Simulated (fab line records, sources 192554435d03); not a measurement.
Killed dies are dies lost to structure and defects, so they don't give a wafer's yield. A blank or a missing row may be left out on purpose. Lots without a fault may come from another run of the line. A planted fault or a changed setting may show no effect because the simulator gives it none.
Which tool did it? | flow n5_finfet | 10 lots, 30 wafers sampled, at 6 steps of a route of 1938

WHAT THE GAUGES READ, wafer by wafer
N5_BEOL_M4_RC_MEAS_101. Usual: DIBL_N 35.3 mV/V, standard deviation 1.8; DIBL_P 35.2 mV/V, standard deviation 2.2; IOFF_N 0.144 nA/um, standard deviation 0.029; IOFF_P 0.19 nA/um, standard deviation 0.031; ION_N 670 uA/um, standard deviation 12; ION_P 460 uA/um, standard deviation 7.6; SS_N 71.2 mV/dec, standard deviation 0.62; SS_P 73.0 mV/dec, standard deviation 0.69; VT_N 251 mV, standard deviation 3.4; VT_P -251.4 mV, standard deviation 2.6.
lot  | measured     | on        | DIBL_N (mV/V)  | DIBL_P (mV/V)  | IOFF_N (nA/um)    | IOFF_P (nA/um) | ION_N (uA/um) | ION_P (uA/um) | SS_N (mV/dec)  | SS_P (mV/dec)  | VT_N (mV)   | VT_P (mV)            | flag
L854 | day 8 03:44  | prober-01 | 35.7 35.0 37.2 | 34.0 33.2 35.5 | 0.122 0.117 0.147 | 0.17 0.17 0.20 | 655 663 672   | 454 458 464   | 71.6 71.0 71.9 | 73.3 72.6 74.1 | 256 254 252 | -253.7 -252.2 -250.0 |
L856 | day 9 18:31  | prober-02 | 35.0 35.8 33.7 | 35.5 36.9 34.3 | 0.112 0.119 0.097 | 0.16 0.17 0.14 | 661 655 664   | 460 456 455   | 70.7 71.5 70.7 | 72.4 73.4 71.6 | 258 256 257 | -253.7 -254.2 -258.8 |
L858 | day 10 14:41 | prober-01 | 33.6 34.9 34.4 | 33.4 35.3 34.1 | 0.115 0.136 0.120 | 0.17 0.18 0.16 | 649 664 659   | 449 455 452   | 70.6 70.9 71.2 | 73.0 72.0 73.2 | 256 253 254 | -253.6 -253.6 -251.5 |
L860 | day 10 20:47 | prober-01 | 36.7 29.2 34.0 | 36.9 27.8 34.2 | 0.172 0.072 0.124 | 0.21 0.10 0.16 | 675 628 651   | 459 436 449   | 72.3 69.8 71.8 | 73.8 72.0 73.0 | 249 263 255 | -252.4 -260.2 -253.9 |
L862 | day 10 22:10 | prober-02 | 31.7 35.2 35.5 | 32.1 36.9 36.9 | 0.103 0.156 0.157 | 0.14 0.21 0.20 | 658 673 679   | 455 461 462   | 70.2 71.4 71.3 | 72.0 73.1 73.4 | 257 251 249 | -255.7 -253.1 -249.9 |
L863 | day 11 00:35 | prober-02 | 36.7 37.6 37.7 | 36.3 38.0 38.2 | 0.160 0.183 0.181 | 0.20 0.24 0.24 | 674 682 683   | 458 463 464   | 72.1 71.2 71.9 | 73.6 73.8 74.0 | 249 248 245 | -250.1 -247.8 -249.2 |
L866 | day 12 01:58 | prober-02 | 34.2 34.5 33.9 | 32.6 33.0 33.0 | 0.123 0.135 0.123 | 0.18 0.18 0.18 | 656 654 656   | 451 447 451   | 71.4 71.1 71.0 | 72.7 73.1 72.3 | 254 252 255 | -250.7 -251.3 -251.9 |
L868 | day 12 13:22 | prober-01 | 35.1 37.0 37.7 | 34.1 36.3 36.9 | 0.134 0.153 0.171 | 0.17 0.19 0.19 | 676 673 674   | 463 455 457   | 71.4 71.4 72.1 | 71.9 73.8 73.1 | 252 250 247 | -254.0 -255.1 -252.8 |
L870 | day 14 03:11 | prober-02 | 35.6 34.3 36.8 | 36.8 33.9 37.6 | 0.138 0.111 0.154 | 0.20 0.16 0.21 | 676 669 672   | 467 466 458   | 71.4 71.0 71.3 | 73.2 72.4 73.4 | 252 255 252 | -252.4 -254.0 -252.4 |
L873 | day 14 03:51 | prober-01 | 35.2 36.2 37.1 | 35.2 36.5 38.4 | 0.151 0.167 0.194 | 0.20 0.22 0.26 | 655 669 677   | 453 463 463   | 72.2 72.6 71.3 | 73.2 73.1 73.8 | 251 248 246 | -252.5 -248.8 -247.0 |

N5_BEOL_M10_OCD_MEAS_38. Usual: trench_depth_nm 150.1 nm, standard deviation 2.6.
lot  | measured     | on     | trench_depth_nm (nm) | flag
L854 | day 10 07:40 | ocd-01 | 150.1 150.1 150.5    |
L856 | day 12 01:57 | ocd-02 | 147.6 144.4 153.5    |
L858 | day 12 15:17 | ocd-01 | 152.5 151.0 152.0    |
L860 | day 13 12:24 | ocd-02 | 148.2 153.9 152.5    |
L862 | day 13 09:14 | ocd-02 | 145.1 152.6 149.9    |
L863 | day 13 21:10 | ocd-01 | 150.2 151.8 151.7    |
L866 | day 14 17:22 | ocd-02 | 154.1 150.9 151.1    |
L868 | day 14 19:52 | ocd-02 | 146.8 153.5 152.7    |
L870 | day 16 17:40 | ocd-01 | 149.2 151.2 150.0    |
L873 | day 16 17:11 | ocd-01 | 145.6 152.8 150.1    |

N5_BEOL_M10_RS_MEAS_57: measures by four-point-probe. Usual: M10_RS 0.150 ohm/sq, standard deviation 0.0031.
lot  | measured     | on            | M10_RS (ohm/sq)   | flag
L854 | day 10 11:01 | film_metro-01 | 0.150 0.151 0.148 |
L856 | day 12 04:13 | film_metro-02 | 0.153 0.158 0.146 |
L858 | day 12 17:58 | film_metro-01 | 0.148 0.149 0.149 |
L860 | day 13 17:19 | film_metro-02 | 0.151 0.146 0.144 |
L862 | day 13 12:13 | film_metro-01 | 0.156 0.147 0.150 |
L863 | day 14 01:01 | film_metro-02 | 0.148 0.149 0.151 |
L866 | day 14 20:07 | film_metro-01 | 0.146 0.150 0.148 |
L868 | day 14 23:17 | film_metro-02 | 0.154 0.146 0.146 |
L870 | day 16 20:13 | film_metro-01 | 0.152 0.147 0.150 |
L873 | day 16 19:58 | film_metro-02 | 0.154 0.149 0.150 |

N5_BEOL_M11_THK_MEAS_01. Usual: M11_ILD_THK 267 nm, standard deviation 3.5.
lot  | measured     | on            | M11_ILD_THK (nm) | flag
L854 | day 10 11:46 | film_metro-01 | 266 269 273      |
L856 | day 12 04:52 | film_metro-01 | 264 265 268      |
L858 | day 12 18:37 | film_metro-01 | 264 267 266      |
L860 | day 13 17:58 | film_metro-01 | 262 210 268      | OFF
L862 | day 13 13:22 | film_metro-01 | 268 266 269      |
L863 | day 14 01:40 | film_metro-02 | 214 264 266      | OFF
L866 | day 14 20:54 | film_metro-02 | 264 271 272      |
L868 | day 14 23:56 | film_metro-01 | 263 266 268      |
L870 | day 16 21:06 | film_metro-02 | 271 275 272      |
L873 | day 16 20:37 | film_metro-01 | 270 266 276      |

WHICH TOOL RAN EACH LOT (tool, then ch and the chambers of the sampled wafers, then the start)
lot  | N5_BEOL_M10_SURFACE_TREAT_76 | N5_BEOL_M11_ILD_DEP_00
L854 | pvd_sputter-03, day 10 09:51 | pecvd-02 ch 0,1, day 10 11:05
L856 | pvd_sputter-01, day 12 03:01 | pecvd-03 ch 0,2, day 12 04:16
L858 | pvd_sputter-03, day 12 16:25 | pecvd-01 ch 0,1,2, day 12 18:02
L860 | pvd_sputter-02, day 13 16:04 | pecvd-03 ch 0,1,2, day 13 17:22
L862 | pvd_sputter-03, day 13 10:25 | pecvd-01 ch 1,2, day 13 12:17
L863 | pvd_sputter-01, day 13 22:37 | pecvd-03 ch 1,2, day 14 01:05
L866 | pvd_sputter-02, day 14 18:54 | pecvd-02 ch 1,2, day 14 20:11
L868 | pvd_sputter-01, day 14 21:08 | pecvd-01 ch 0,2, day 14 23:21
L870 | pvd_sputter-03, day 16 18:50 | pecvd-02 ch 0,2, day 16 20:16
L873 | pvd_sputter-02, day 16 18:44 | pecvd-02 ch 0,2, day 16 20:02
- N5_BEOL_M10_SURFACE_TREAT_76
- N5_BEOL_M11_ILD_DEP_00: deposits SiCOH lowk from DEMS/porogen, target thk 308.51 nm, time 58 s.

WHAT THE TOOLS THEMSELVES READ (means of the sampled wafers that have a number; where no wafer has one, the mark that the record gives instead)
N5_BEOL_M10_SURFACE_TREAT_76. Usual: ar_flow_sccm 29.99 sccm, standard deviation 0.091.
lot  | tool           | ar_flow_sccm (sccm) | flag
L854 | pvd_sputter-03 | 29.99               |
L856 | pvd_sputter-01 | 29.91               |
L858 | pvd_sputter-03 | 30.07               |
L860 | pvd_sputter-02 | 29.96               |
L862 | pvd_sputter-03 | 30.12               |
L863 | pvd_sputter-01 | 30.09               |
L866 | pvd_sputter-02 | 29.94               |
L868 | pvd_sputter-01 | 30.00               |
L870 | pvd_sputter-03 | 29.95               |
L873 | pvd_sputter-02 | 29.99               |

N5_BEOL_M11_ILD_DEP_00. Usual: heater_power_w 322 W, standard deviation 44; showerhead_plenum_p_Torr 5.737 Torr, standard deviation 0.018; showerhead_vpp_V 1379 V, standard deviation 78; throttle_valve_pct 14.0 %, standard deviation 0.66.
lot  | tool     | heater_power_w (W) | showerhead_plenum_p_Torr (Torr) | showerhead_vpp_V (V) | throttle_valve_pct (%) | flag
L854 | pecvd-02 | 403                | 5.757                           | 1336                 | 13.8                   |
L856 | pecvd-03 | 349                | 5.752                           | 1407                 | 14.0                   |
L858 | pecvd-01 | 287                | 5.731                           | 1359                 | 14.0                   |
L860 | pecvd-03 | 330                | 5.740                           | 1416                 | 14.1                   |
L862 | pecvd-01 | 320                | 5.722                           | 1389                 | 13.8                   |
L863 | pecvd-03 | 308                | 5.727                           | 1386                 | 14.0                   |
L866 | pecvd-02 | 337                | 5.736                           | 1391                 | 13.8                   |
L868 | pecvd-01 | 328                | 5.724                           | 1341                 | 14.0                   |
L870 | pecvd-02 | 345                | 5.754                           | 1417                 | 13.8                   |
L873 | pecvd-02 | 328                | 5.750                           | 1409                 | 13.8                   |

THE ANSWER, worked out from the rows above alone
Rule: a lot is off if the mean of its wafers that have a number lies more than 3 standard deviations from the usual mean. A lot without any number at a reading at which 4 lots or more have one is off too. The other lots that the step has rows for count as sound. The gauges are gone through in route order, then the tools' own readings, and for those a lot's mean is taken as printed above. The first step at which some lot is off is used, and at that step the reading that is off furthest; a lot without a number counts as furthest.
Off: L860, L863, at N5_BEOL_M11_THK_MEAS_01 (M11_ILD_THK).
A tool fits if, at a process step before that reading, it ran every lot that is off, and no sound lot after the first of them. The gauges at N5_BEOL_M11_THK_MEAS_01 are tried like those tools. One fits: pecvd-03 at N5_BEOL_M11_ILD_DEP_00. Its last sound lot is L856 (day 12 04:16), its first lot that is off L860 (day 13 17:22): a fault that began between those two fits.

WHAT THE SIMULATOR HAD PUT IN
Site profile drift: pecvd-03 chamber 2, from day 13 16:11 on, at N5_BEOL_M11_ILD_DEP_00. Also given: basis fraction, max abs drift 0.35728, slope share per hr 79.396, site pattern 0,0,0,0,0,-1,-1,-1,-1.
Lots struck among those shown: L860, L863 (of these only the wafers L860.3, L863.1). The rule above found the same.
